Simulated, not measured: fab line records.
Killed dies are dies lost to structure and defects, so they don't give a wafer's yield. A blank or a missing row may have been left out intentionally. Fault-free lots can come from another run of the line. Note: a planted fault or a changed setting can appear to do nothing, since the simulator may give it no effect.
Which of the tools did it? ; flow n5-finfet ; 12 lots with 36 wafers sampled at 3 steps, on a route of 1938 steps

WHAT THE GAUGES READ, wafer by wafer
N5_BEOL_M9_OCD_MEAS_38. Usual: trench-depth-nm reads 151.1 nm (standard deviation 1.9).
lot;measured;on;trench-depth-nm (nm);flag
L449;day 11 00:56;ocd-02;150.5 147.9 151.6;
L456;day 12 13:23;ocd-02;151.7 148.1 148.7;
L458;day 13 22:55;ocd-02;153.2 152.5 147.4;
L461;day 14 18:05;ocd-02;151.0 152.8 154.8;
L463;day 16 02:35;ocd-02;151.8 152.9 150.0;
L464;day 16 20:06;ocd-01;151.8 152.7 150.6;
L468;day 16 21:17;ocd-01;152.4 150.8 149.9;
L466;day 17 07:55;ocd-02;155.3 151.5 151.5;
L467;day 17 07:59;ocd-01;151.2 147.7 150.2;
L465;day 17 10:34;ocd-02;154.3 150.8 150.1;
L469;day 17 10:51;ocd-02;150.2 151.9 151.8;
L471;day 17 17:53;ocd-02;153.1 149.9 150.8;

N5_BEOL_M10_THK_MEAS_01. Usual: M10_ILD_THK typically reads 267 nm, with standard deviation 3.
lot;measured;on;M10_ILD_THK (nm);flag
L449;day 11 05:11;film-metro-01;266 271 272;
L456;day 12 16:57;film-metro-01;264 267 268;
L458;day 14 02:08;film-metro-02;267 267 267;
L461;day 14 23:19;film-metro-02;267 270 271;
L463;day 16 07:29;film-metro-01;265 267 270;
L464;day 17 00:28;film-metro-02;266 269 268;
L468;day 17 01:23;film-metro-01;263 267 270;
L466;day 17 12:40;film-metro-02;265 268 266;
L467;day 17 13:08;film-metro-01;262 263 267;
L465;day 17 13:53;film-metro-01;267 269 269;
L469;day 17 15:32;film-metro-02;266 271 267;
L471;day 17 21:31;film-metro-01;264 267 269;

WHICH TOOL RAN EACH LOT (tool, then ch and the chambers of the sampled wafers, then the start)
lot;N5_BEOL_M10_ILD_DEP_00
L449;pecvd-04 ch 0,2, day 11 04:31
L456;pecvd-04 ch 0,1, day 12 16:14
L458;pecvd-01 ch 0,1,2, day 14 01:32
L461;pecvd-03 ch 0,2, day 14 22:43
L463;pecvd-01 ch 0,1,2, day 16 06:54
L464;pecvd-04 ch 1,2, day 16 23:42
L468;pecvd-01 ch 0,1, day 17 00:42
L466;pecvd-03 ch 0,1,2, day 17 11:22
L467;pecvd-04 ch 0,2, day 17 12:07
L465;pecvd-01 ch 0,2, day 17 13:17
L469;pecvd-04 ch 0,1, day 17 14:56
L471;pecvd-04 ch 1,2, day 17 20:56
- N5_BEOL_M10_ILD_DEP_00: deposits SiCOH lowk from DEMS/porogen, target thk 308.51 nm, time 58 s.

AS READ BY THE TOOLS THEMSELVES (means over the sampled wafers that have a number; for cases with no such wafer, the mark the record gives instead)
N5_BEOL_M10_ILD_DEP_00. Usual: heater-power-w 309 W, standard deviation 44; showerhead-plenum-p-Torr 5.744 Torr, standard deviation 0.015; showerhead-vpp-V 1353 V, standard deviation 70; throttle-valve-pct 13.6 %, standard deviation 0.75.
lot;tool;heater-power-w (W);showerhead-plenum-p-Torr (Torr);showerhead-vpp-V (V);throttle-valve-pct (%);flag
L449;pecvd-04;280;5.733;1314;13.7;
L456;pecvd-04;336;5.761;1329;13.7;
L458;pecvd-01;315;5.736;1359;13.4;
L461;pecvd-03;340;5.752;1421;14.4;
L463;pecvd-01;309;5.749;1356;13.5;
L464;pecvd-04;315;5.761;1305;13.3;
L468;pecvd-01;280;5.729;1433;13.6;
L466;pecvd-03;391;5.736;1409;14.0;
L467;pecvd-04;306;5.745;1300;14.0;
L465;pecvd-01;262;5.740;1425;13.1;
L469;pecvd-04;323;5.753;1320;13.6;
L471;pecvd-04;295;5.764;1311;13.0;

THE ANSWER, worked out from the rows above alone
Rule: a lot is off if the mean of its wafers that have a number lies more than 3 standard deviations from the usual mean. A lot without any number at a reading at which 4 lots or more have one is off too. The other lots that the step has rows for count as sound. First the gauges in route order, then the tools' own readings, where a lot's mean is used as printed above. At the first step where some lot is off, the reading lying furthest off is the one used; lots without a number count as furthest.
No lot is off at any reading shown: from this, nothing can be told.

WHAT THE SIMULATOR HAD INSERTED
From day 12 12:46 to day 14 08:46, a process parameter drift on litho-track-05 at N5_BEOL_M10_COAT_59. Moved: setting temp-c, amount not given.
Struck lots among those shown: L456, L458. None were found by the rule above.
